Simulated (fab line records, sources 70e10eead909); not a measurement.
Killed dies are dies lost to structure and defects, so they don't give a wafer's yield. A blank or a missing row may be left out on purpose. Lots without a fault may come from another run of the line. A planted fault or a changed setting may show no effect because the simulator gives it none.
fab line records | flow nand_harc | part 1 of 2: steps 1 to 28 of 38
record lots=5 wafers=15 last_day=24
route steps=1159 shown A_M0@1015 A_M1@1026
lots that met no fault: from a run of the same line without faults
start_h: hours from the record's first day to the start of the lot's first wafer shown | wait_h: hours since the lot's step before | " the same as in the row above | L1.1+2: a row that stands for several wafers | - no value, or no start given | * or withheld: withheld | < > ~ a bound
route shown NAME@n: a module of which the file shows steps, and the number in the route of the first | usual: mean/standard deviation of fault-free wafers | same: alike in all rows | chamber/n: place in a boat | sites: the reading at each site | _std_site: their standard deviation | _edge_site: outer sites' mean less inner sites' | radius_mm: how far each site lies from the wafer's centre | mask NAME#n: copy n | behind: the tool/chamber that last shaped the wafer | hold: why the lot was held/for how many hours/how that ended | device: the transistor (n, p or np) that didn't switch | end of line: the same wafers' tests at the end of the route | a step without rows: its recipe alone | killed: dies lost to structure and defects at the first sort, not the wafer's yield | map: a wafer's dies, x killed, . not, _ none there
set.NAME: the setting as run; set.NAME@STEP: as run at that earlier step | model.NAME: the simulator's own value behind a step, which no gauge read
lots at some steps of the route; a table a step, a row a wafer
services: from which hour (start_h, from the record's first day; less than 0 if before it) a tool's chamber was out of use, for how many hours, and why
## steps
# step NHARC_A_M0_PVD_20
# recipe target_thk_a=50 bias_v=168.6 power_w=15000 chamber_pressure_pa=0.12 time_s=8.06 substrate_temp_c=50 material=TaN
# usual throttle_valve_pct=30.0/1.3
# columns lot.wafer tool chamber start_h wait_h throttle_valve_pct
L079.4 pvd_sputter-01 - - - 31.4
L079.1 " - " " 28.8
L079.2 " - " " 31.0
L077.1 pvd_sputter-01 - - - 31.1
L077.4 " - " " 30.8
L077.2 " - " " 28.7
L085.1 pvd_sputter-02 - - - 28.2
L085.2 " - " " 31.0
L085.3 " - " " 31.4
L091.4 pvd_sputter-02 - - - 29.9
L091.6 " - " " 30.0
L091.5 " - " " 28.3
L094.2 pvd_sputter-02 - - - 30.0
L094.3 " - " " 28.3
L094.5 " - " " 29.7
# step NHARC_A_M0_PVD_21
# recipe target_thk_a=300 chamber_pressure_pa=5 power_w=5000 substrate_temp_c=30 time_s=20.49 material=Cu
# usual throttle_valve_pct=30.0/1.3
# columns lot.wafer tool chamber start_h wait_h throttle_valve_pct
L079.2 pvd_sputter-01 - - - 31.0
L079.1 " - " " 28.8
L079.4 " - " " 30.7
L077.4 pvd_sputter-01 - - - 29.0
L077.2 " - " " 28.4
L077.1 " - " " 31.2
L085.1 pvd_sputter-02 - - - 30.1
L085.2 " - " " 28.3
L085.3 " - " " 31.7
L091.4 pvd_sputter-02 - - - 29.9
L091.5 " - " " 31.6
L091.6 " - " " 30.1
L094.2 pvd_sputter-02 - - - 31.5
L094.3 " - " " 30.1
L094.5 " - " " 30.0
# step NHARC_A_M0_ECD_22
# recipe target_thk_a=4000 bath_temp_c=25 material=Cu
# columns lot.wafer tool chamber start_h wait_h
L079.2+1+4 ecd_cu-01 1,0,1 425.11 -
L077.1+2+4 ecd_cu-01 1,0,1 428.41 -
L085.2+1+3 ecd_cu-01 1,0,0 465.63 -
L091.4+5+6 ecd_cu-02 1,1,0 496.24 -
L094.2+3+5 ecd_cu-01 1,1,0 519.15 -
# step NHARC_A_M0_ANNEAL_30
# recipe temp_c=225 time_s=90
# usual wafer_temp_C_max=226.2/0.36
# columns lot.wafer tool chamber start_h wait_h wafer_temp_C_max
L079.1 rtp_anneal-01 0 425.51 0.3 226.1
L079.2 " 0 " " 227.1
L079.4 " 0 " " 226.4
L077.1 rtp_anneal-01 0 428.79 - 226.6
L077.2 " 0 " " 226.7
L077.4 " 0 " " 226.7
L085.1 rtp_anneal-01 0 466.01 - 226.1
L085.2 " 0 " " 227.1
L085.3 " 0 " " 226.3
L091.4 rtp_anneal-02 0 496.68 - 226.2
L091.5 " 0 " " 226.3
L091.6 " 0 " " 225.7
L094.2 rtp_anneal-01 0 519.63 0.4 226.5
L094.3 " 0 " " 226.9
L094.5 " 0 " " 226.3
# step NHARC_A_M0_CMP_23
# recipe t_overpolish_s=20 target_thk_nm=113.75
# usual motor_current_A=12.1/1.2 time_to_endpoint_s=28.8/2.2
# columns lot.wafer tool chamber start_h wait_h motor_current_A time_to_endpoint_s
L079.1 cmp-03 0 425.88 - 12.7 30.8
L079.2 " 1 " " 14.2 33.2
L079.4 " 2 " " 12.3 31.0
L077.4 cmp-04 2 429.13 - 10.8 30.6
L077.2 " 3 " " 11.7 28.9
L077.1 " 1 " " 11.6 27.8
L085.1 cmp-04 2 466.35 - 10.8 26.6
L085.2 " 3 " " 11.5 27.8
L085.3 " 1 " " 11.1 28.4
L091.4 cmp-04 0 496.95 - 11.9 29.0
L091.6 " 1 " " 11.4 28.7
L091.5 " 2 " " 10.3 31.6
L094.3 cmp-01 1 520.24 - 11.2 26.7
L094.2 " 2 " " 13.4 30.5
L094.5 " 0 " " 12.1 27.5
# step NHARC_A_M0_THK_MEAS_24
# recipe thk_meas_gauge=xrf
# usual thk_nm=113.6/1.3
# columns lot.wafer tool chamber start_h wait_h thk_nm
L079.1 film_metro-02 - 426.17 - 112.6
L079.2 " - " " 113.1
L079.4 " - " " 112.2
L077.1 film_metro-02 - 429.44 - 113.1
L077.2 " - " " 115.3
L077.4 " - " " 113.3
L085.1 film_metro-02 - 466.67 - 114.6
L085.2 " - " " 113.5
L085.3 " - " " 113.8
L091.4 film_metro-02 - 497.18 - 113.1
L091.5 " - " " 114.9
L091.6 " - " " 115.4
L094.2 film_metro-01 - 520.50 - 113.3
L094.3 " - " " 113.9
L094.5 " - " " 113.4
# step NHARC_A_M0_SRD_25
# columns lot.wafer tool chamber start_h wait_h
L079.4+2+1 wet_bench-08 6,7,3 426.21 0.0
L077.1+4+2 wet_bench-08 5,6,0 429.48 0.0
L085.1+3+2 wet_bench-10 3,4,6 466.73 0.1
L091.4+5+6 wet_bench-10 2,3,5 497.23 0.0
L094.3+5+2 wet_bench-08 6,2,3 520.54 0.0
# step NHARC_A_M0_INSPECT_27
# usual raw_defect_count=427/110
# columns lot.wafer tool chamber start_h wait_h raw_defect_count
L079.1 defect_inspect-01 - 426.33 0.0 679
L079.2 " - " " 422
L079.4 " - " " 542
L077.1 defect_inspect-01 - 429.60 0.0 359
L077.2 " - " " 504
L077.4 " - " " 463
L085.1 defect_inspect-01 - 466.86 0.0 407
L085.2 " - " " 318
L085.3 " - " " 395
L091.4 defect_inspect-01 - 497.34 0.0 336
L091.5 " - " " 389
L091.6 " - " " 479
L094.2 defect_inspect-02 - 520.66 0.0 312
L094.3 " - " " 448
L094.5 " - " " 304
# step NHARC_A_M0_PRE_CLEAN_31
# recipe time_s=12 temp_c=370 rf_power_w=300 gas=NH3
# usual heater_power_w=680/88 susceptor_temp_C=369.98/0.21
# columns lot.wafer tool chamber start_h wait_h heater_power_w since_wet_clean_h susceptor_temp_C
L079.1 pecvd-02 1 426.41 0.1 699 79 369.87
L079.2 " 2 " " 649 79 370.01
L079.4 " 0 " " 679 - 369.80
L077.1 pecvd-04 0 430.10 0.5 539 41 369.89
L077.2 " 1 " " 619 41 369.87
L077.4 " 2 " " 732 - 370.05
L085.2 pecvd-02 2 466.92 0.1 723 120 369.59
L085.1 " 1 " " 745 120 370.13
L085.3 " 2 " " 728 - 369.73
L091.6 pecvd-03 1 497.44 0.1 626 - 370.03
L091.5 " 2 " " 809 - 369.42
L091.4 " 0 " " 573 - 369.63
L094.3 pecvd-03 1 520.74 0.1 571 34 369.90
L094.2 " 2 " " 860 34 370.04
L094.5 " 2 " " 830 - 369.92
# step NHARC_A_M0_DEP_32
# recipe target_thk_a=300 temp_c=370 target_thk_nm=30 pressure_torr=3 flow_sccm=200 rf_w=450 material=SiCN
# usual heater_power_w=618/82 susceptor_temp_C=370.00/0.22
# columns lot.wafer tool chamber start_h wait_h heater_power_w since_wet_clean_h susceptor_temp_C
L079.1 pecvd-02 1 426.52 0.1 694 79 369.95
L079.2 " 2 " " 619 79 370.24
L079.4 " 0 " " 616 - 369.84
L077.1 pecvd-04 0 430.18 0.1 495 41 370.11
L077.2 " 1 " " 577 41 370.12
L077.4 " 2 " " 642 - 369.99
L085.2 pecvd-02 2 467.04 0.1 668 120 370.19
L085.1 " 1 " " 697 120 370.03
L085.3 " 2 " " 662 - 369.90
L091.6 pecvd-03 1 497.61 0.2 595 - 370.09
L091.5 " 2 " " 685 - 370.16
L091.4 " 0 " " 561 - 369.83
L094.3 pecvd-03 1 520.85 0.1 598 34 369.92
L094.2 " 2 " " 759 35 370.29
L094.5 " 2 " " 759 - 370.77
# step NHARC_A_M1_DEP_00
# recipe target_thk_a=1825 target_thk_nm=182.5 temp_c=withheld pressure_torr=5 flow_sccm=200 rf_w=600 material=SiOC
# columns lot.wafer tool chamber start_h wait_h since_wet_clean_h
L079.2 pecvd-04 1 426.93 - 38
L079.1 " 2 " " 38
L079.4 " 2 " " -
L077.1 pecvd-02 1 430.59 - 84
L077.2 " 2 " " 84
L077.4 " 0 " " -
L085.3 pecvd-04 2 467.59 0.4 79
L085.1 " 0 " " 79
L085.2 " 1 " " 79
L091.6 pecvd-04 0 498.03 - -
L091.5 " 1 " " -
L091.4 " 2 " " -
L094.2 pecvd-04 1 521.21 - 132
L094.3 " 0 " " -
L094.5 " 1 " " -
# step NHARC_A_M1_DEHYDRATE_01
# recipe temp_c=150 time_s=120
# columns lot.wafer tool chamber start_h wait_h
L079.1+2+4 litho_track-01 0 427.29 -
L077.1+2+4 litho_track-06 0 430.99 -
L085.1+2+3 litho_track-04 0 467.99 -
L091.4+5+6 litho_track-01 0 498.30 -
L094.2+3+5 litho_track-04 0 521.75 0.5
# step NHARC_A_M1_HMDS_02
# recipe time_s=30
# columns lot.wafer tool chamber start_h wait_h
L079.1+2+4 litho_track-01 0 - -
L077.1+2+4 litho_track-06 0 - -
L085.1+2+3 litho_track-04 0 - -
L091.4+5+6 litho_track-01 0 - -
L094.2+3+5 litho_track-04 0 - -
# step NHARC_A_M1_COAT_34
# recipe temp_c=200 time_s=65
# columns lot.wafer tool chamber start_h wait_h
L079.1+2+4 litho_track-01 0 - -
L077.1+2+4 litho_track-06 0 - -
L085.1+2+3 litho_track-04 0 - -
L091.4+5+6 litho_track-01 0 - -
L094.2+3+5 litho_track-04 0 - -
# step NHARC_A_M1_COAT_03
# recipe spin_rpm=1500 resist_thk_nm=90
# columns lot.wafer tool chamber start_h wait_h
L079.1+2+4 litho_track-01 0 - -
L077.1+2+4 litho_track-06 0 - -
L085.1+2+3 litho_track-04 0 - -
L091.4+5+6 litho_track-01 0 - -
L094.2+3+5 litho_track-04 0 - -
# step NHARC_A_M1_SOFTBAKE_04
# recipe temp_c=105 time_s=55
# columns lot.wafer tool chamber start_h wait_h
L079.1+2+4 litho_track-01 0 - -
L077.1+2+4 litho_track-06 0 - -
L085.1+2+3 litho_track-04 0 - -
L091.4+5+6 litho_track-01 0 - -
L094.2+3+5 litho_track-04 0 - -
# step NHARC_A_M1_EBR_05
# columns lot.wafer tool chamber start_h wait_h
L079.1+2+4 litho_track-01 0 - -
L077.1+2+4 litho_track-06 0 - -
L085.1+2+3 litho_track-04 0 - -
L091.4+5+6 litho_track-01 0 - -
L094.2+3+5 litho_track-04 0 - -
# step NHARC_A_M1_EXPOSE_06
# recipe na=1.35 target_cd_nm=120 dose_mj=75.13 mask_id=A_M1
# usual reticle_temp_C=23.00/0.094
# columns lot.wafer tool chamber start_h wait_h mask reticle_temp_C
L079.1 arfi_scanner-01 0 427.58 - A_M1#0 23.05
L079.2 " 0 " " A_M1#0 23.18
L079.4 " 0 " " A_M1#0 22.95
L077.1 arfi_scanner-01 0 431.16 - A_M1#0 23.00
L077.2 " 0 " " A_M1#0 22.87
L077.4 " 0 " " A_M1#0 23.00
L085.1 arfi_scanner-03 0 468.29 - A_M1#0 22.96
L085.2 " 0 " " A_M1#0 22.97
L085.3 " 0 " " A_M1#0 22.91
L091.4 arfi_scanner-02 0 498.60 - A_M1#0 22.88
L091.5 " 0 " " A_M1#0 22.92
L091.6 " 0 " " A_M1#0 22.71
L094.2 arfi_scanner-03 0 521.92 - A_M1#0 22.94
L094.3 " 0 " " A_M1#0 22.84
L094.5 " 0 " " A_M1#0 22.93
# step NHARC_A_M1_PEB_07
# recipe peb_temp_c=100 peb_time_s=65
# columns lot.wafer tool chamber start_h wait_h
L079.1+2+4 litho_track-01 0 427.64 0.1
L077.1+2+4 litho_track-04 0 431.22 0.1
L085.1+2+3 litho_track-01 0 468.35 0.1
L091.4+5+6 litho_track-06 0 498.65 0.0
L094.2+3+5 litho_track-01 0 521.98 0.1
# step NHARC_A_M1_DEVELOP_08
# recipe develop_time_s=35 dev_temp_c=23
# columns lot.wafer tool chamber start_h wait_h
L079.1+2+4 litho_track-01 0 - -
L077.1+2+4 litho_track-04 0 - -
L085.1+2+3 litho_track-01 0 - -
L091.4+5+6 litho_track-06 0 - -
L094.2+3+5 litho_track-01 0 - -
# step NHARC_A_M1_CD_MEAS_09
# recipe target_cd_nm=120 landing_energy_ev=500
# usual cd_nm=120.1/0.5
# columns lot.wafer tool chamber start_h wait_h cd_nm
L079.1 cd_sem-03 0 427.72 - 119.9
L079.2 " 0 " " 119.5
L079.4 " 0 " " 119.0
L077.1 cd_sem-03 0 431.30 - 120.1
L077.2 " 0 " " 120.7
L077.4 " 0 " " 120.1
L085.1 cd_sem-02 0 468.43 - 119.6
L085.2 " 0 " " 119.6
L085.3 " 0 " " 119.8
L091.4 cd_sem-02 0 498.74 - 120.4
L091.5 " 0 " " 120.2
L091.6 " 0 " " 121.1
L094.2 cd_sem-01 0 522.06 - 119.7
L094.3 " 0 " " 119.8
L094.5 " 0 " " 119.4
# step NHARC_A_M1_OVL_MEAS_10
# recipe pitch_nm=240
# usual overlay_x_nm=0.2/0.82 overlay_y_nm=-0.3/0.74
# columns lot.wafer tool chamber start_h wait_h overlay_x_nm overlay_y_nm
L079.1 overlay-02 - 427.81 - 1.1 0.0
L079.2 " - " " 0.8 0.8
L079.4 " - " " 1.4 0.0
L077.1 overlay-01 - 431.38 - 0.7 0.1
L077.2 " - " " 0.5 0.2
L077.4 " - " " 0.6 -0.1
L085.1 overlay-01 - 468.52 - 0.7 -0.5
L085.2 " - " " 0.1 -0.7
L085.3 " - " " -0.3 -0.9
L091.4 overlay-02 - 498.82 - 0.1 -1.5
L091.5 " - " " 0.5 -1.3
L091.6 " - " " 0.2 -1.4
L094.2 overlay-02 - 522.14 - 0.8 -0.6
L094.3 " - " " 1.6 -0.7
L094.5 " - " " 1.7 -1.2
# step NHARC_A_M1_INSPECT_11
# usual raw_defect_count=33/15
# columns lot.wafer tool chamber start_h wait_h raw_defect_count
L079.1 defect_inspect-01 - 427.84 0.0 33
L079.2 " - " " 41
L079.4 " - " " 45
L077.1 defect_inspect-01 - 431.42 0.0 25
L077.2 " - " " 27
L077.4 " - " " 18
L085.1 defect_inspect-01 - 468.56 0.0 35
L085.2 " - " " 21
L085.3 " - " " 31
L091.4 defect_inspect-02 - 498.86 0.0 18
L091.5 " - " " 23
L091.6 " - " " 23
L094.2 defect_inspect-02 - 522.18 0.0 55
L094.3 " - " " 68
L094.5 " - " " 63
# step NHARC_A_M1_DESCUM_14
# recipe time_s=3 o2_flow_sccm=200 ar_flow_sccm=0 bias_power_w=0 chemistry=O2
# usual drypump_motor_current_A=5.80/0.3 oes_product_au=1.002/0.0089 rf_vpp_V=57.9/0.88 showerhead_plenum_p_Torr=1.92/0.082 throttle_valve_pct=11.311/0.0095
# columns lot.wafer tool chamber start_h wait_h drypump_motor_current_A oes_product_au rf_hours_counter_h rf_vpp_V showerhead_plenum_p_Torr throttle_valve_pct
L079.2 rie_diel-08 2 427.91 0.1 5.58 1.017 8 60.3 2.05 11.312
L079.4 " 3 " " 5.77 1.007 8 57.2 1.79 11.304
L079.1 " 0 " " 5.54 0.991 7 58.1 1.83 11.307
L077.1 rie_diel-03 1 431.49 0.1 6.12 0.993 2 59.2 1.97 11.316
L077.2 " 2 " " 6.02 1.005 2 58.1 1.83 11.321
L077.4 " 3 " " 5.53 0.989 2 57.6 2.03 11.323
L085.1 rie_diel-02 3 468.62 0.1 5.95 1.004 3 58.5 1.93 11.315
L085.2 " 1 " " 6.33 1.021 3 56.9 1.90 11.313
L085.3 " 2 " " 5.15 1.001 3 58.2 2.04 11.326
L091.4 rie_diel-08 3 498.92 0.1 5.77 1.005 1 56.9 1.79 11.305
L091.6 " 2 " " 5.53 0.989 - 59.1 2.05 11.305
L091.5 " 3 " " 5.76 1.011 - 56.3 1.79 11.317
L094.2 rie_diel-02 3 522.24 0.1 5.92 1.002 0 59.0 1.93 11.313
L094.3 " 1 " " 6.41 1.003 0 57.4 1.90 11.315
L094.5 " 3 " " 6.00 0.997 - 56.8 1.93 11.316
# step NHARC_A_M1_ETCH_35
# recipe target_depth_a=400 overetch_a=120 time_s=43.94 ion_energy_ev=200 n2_flow_sccm=150 h2_flow_sccm=150 ar_flow_sccm=0 rf_w=400 bias_w=150 chemistry=N2/H2
# usual drypump_motor_current_A=5.8/0.32 oes_product_au=1.001/0.0095 rf_vpp_V=430.9/2.6 showerhead_plenum_p_Torr=2.05/0.089 throttle_valve_pct=14.172/0.0088
# columns lot.wafer tool chamber start_h wait_h drypump_motor_current_A oes_product_au rf_hours_counter_h rf_vpp_V showerhead_plenum_p_Torr throttle_valve_pct
L079.4 rie_diel-08 0 427.99 0.1 5.5 0.996 7 428.5 1.95 14.163
L079.2 " 2 " " 5.5 1.012 8 433.6 2.19 14.171
L079.1 " 3 " " 5.8 1.014 8 426.8 1.90 14.173
L077.2 rie_diel-03 2 431.57 0.1 6.0 1.004 2 429.2 1.95 14.177
L077.1 " 0 " " 5.9 0.998 2 430.6 2.02 14.191
L077.4 " 1 " " 6.1 0.988 2 433.9 2.11 14.182
L085.1 rie_diel-02 1 468.70 0.1 6.4 1.009 3 429.9 2.02 14.164
L085.3 " 2 " " 5.1 0.999 3 434.7 2.18 14.172
L085.2 " 3 " " 5.9 0.990 3 432.0 2.05 14.170
L091.4 rie_diel-08 0 499.01 0.1 5.5 0.997 1 429.0 1.95 14.167
L091.5 " 2 " " 5.6 0.989 - 435.8 2.19 14.167
L091.6 " 3 " " 5.8 1.014 - 426.8 1.90 14.157
L094.2 rie_diel-02 0 522.45 0.2 5.8 1.004 0 428.8 1.98 14.161
L094.3 " 1 " " 6.4 0.994 0 429.3 2.02 14.164
L094.5 " 0 " " 5.8 0.999 - 428.6 1.98 14.172
# step NHARC_A_M1_ETCH_15
# recipe target_depth_a=1825 time_s=91.2 c4f8_flow_sccm=withheld ar_flow_sccm=400 rf_w=600 bias_w=300 chemistry=C4F8/Ar
# usual oes_product_au=0.957/0.021 rf_vpp_V=441.4/2.6
# columns lot.wafer tool chamber start_h wait_h oes_product_au rf_hours_counter_h rf_vpp_V
L079.4 rie_diel-08 1 - - 0.980 8 443.6
L079.2 " 3 " " 0.963 8 437.8
L079.1 " 0 " " 0.970 7 438.2
L077.1 rie_diel-03 1 - - 0.957 2 444.2
L077.2 " 2 " " 0.965 2 438.4
L077.4 " 0 " " 0.969 2 442.8
L085.3 rie_diel-02 3 - - 0.913 3 443.4
L085.2 " 0 " " 0.933 3 439.0
L085.1 " 1 " " 0.939 3 440.4
L091.4 rie_diel-08 2 - - 0.940 1 445.6
L091.6 " 2 " " 0.955 - 444.3
L091.5 " 3 " " 0.972 - 439.1
L094.2 rie_diel-02 3 - - 0.941 0 441.5
L094.3 " 1 " " 0.945 0 441.1
L094.5 " 3 " " 0.947 - 440.7
# step NHARC_A_M1_CD_MEAS_16
# usual cd_nm=119.8/0.67
# columns lot.wafer tool chamber start_h wait_h cd_nm
L079.1 cd_sem-01 - 428.21 - 119.4
L079.2 " - " " 119.3
L079.4 " - " " 119.6
L077.1 cd_sem-01 - 431.78 - 120.7
L077.2 " - " " 120.4
L077.4 " - " " 120.2
L085.1 cd_sem-03 - 468.92 - 119.3
L085.2 " - " " 119.2
L085.3 " - " " 119.7
L091.4 cd_sem-01 - 499.23 - 119.9
L091.5 " - " " 119.9
L091.6 " - " " 121.2
L094.2 cd_sem-03 - 522.71 - 120.5
L094.3 " - " " 119.8
L094.5 " - " " 119.9
# step NHARC_A_M1_STRIP_18
# recipe power_w=1000 n2_flow_sccm=150 h2_flow_sccm=150 ar_flow_sccm=0 bias_w=0 chemistry=N2/H2
# usual drypump_motor_current_A=5.74/0.29 oes_product_au=1.000/0.0097 rf_vpp_V=90.7/1 showerhead_plenum_p_Torr=2.04/0.094 throttle_valve_pct=14.172/0.0088
# columns lot.wafer tool chamber start_h wait_h drypump_motor_current_A oes_product_au rf_hours_counter_h rf_vpp_V showerhead_plenum_p_Torr throttle_valve_pct
L079.2 rie_diel-02 3 428.29 0.1 5.94 0.999 2 89.6 2.05 14.170
L079.4 " 1 " " 6.39 1.011 2 90.8 2.02 14.176
L079.1 " 2 " " 5.15 0.999 2 92.1 2.18 14.162
L077.1 rie_diel-08 0 431.86 0.1 5.52 0.983 8 90.1 1.95 14.178
L077.2 " 1 " " 5.60 0.989 8 90.9 2.09 14.182
L077.4 " 2 " " 5.55 1.001 9 90.3 2.19 14.174
L085.3 rie_diel-02 0 469.00 0.1 5.82 0.990 3 89.5 1.98 14.198
L085.2 " 2 " " 5.14 0.995 3 92.8 2.18 14.191
L085.1 " 3 " " 5.92 1.009 3 91.0 2.05 14.172
L091.4 rie_diel-08 2 499.35 0.1 5.57 0.995 1 90.1 2.19 14.188
L091.5 " 0 " " 5.53 0.993 - 90.6 1.95 14.167
L091.6 " 1 " " 5.62 0.997 - 91.1 2.09 14.167
L094.2 rie_diel-02 1 522.81 0.1 6.35 1.006 0 89.8 2.02 14.175
L094.3 " 3 " " 5.92 1.000 0 90.4 2.05 14.170
L094.5 " 1 " " 6.36 0.993 - 91.2 2.02 14.173
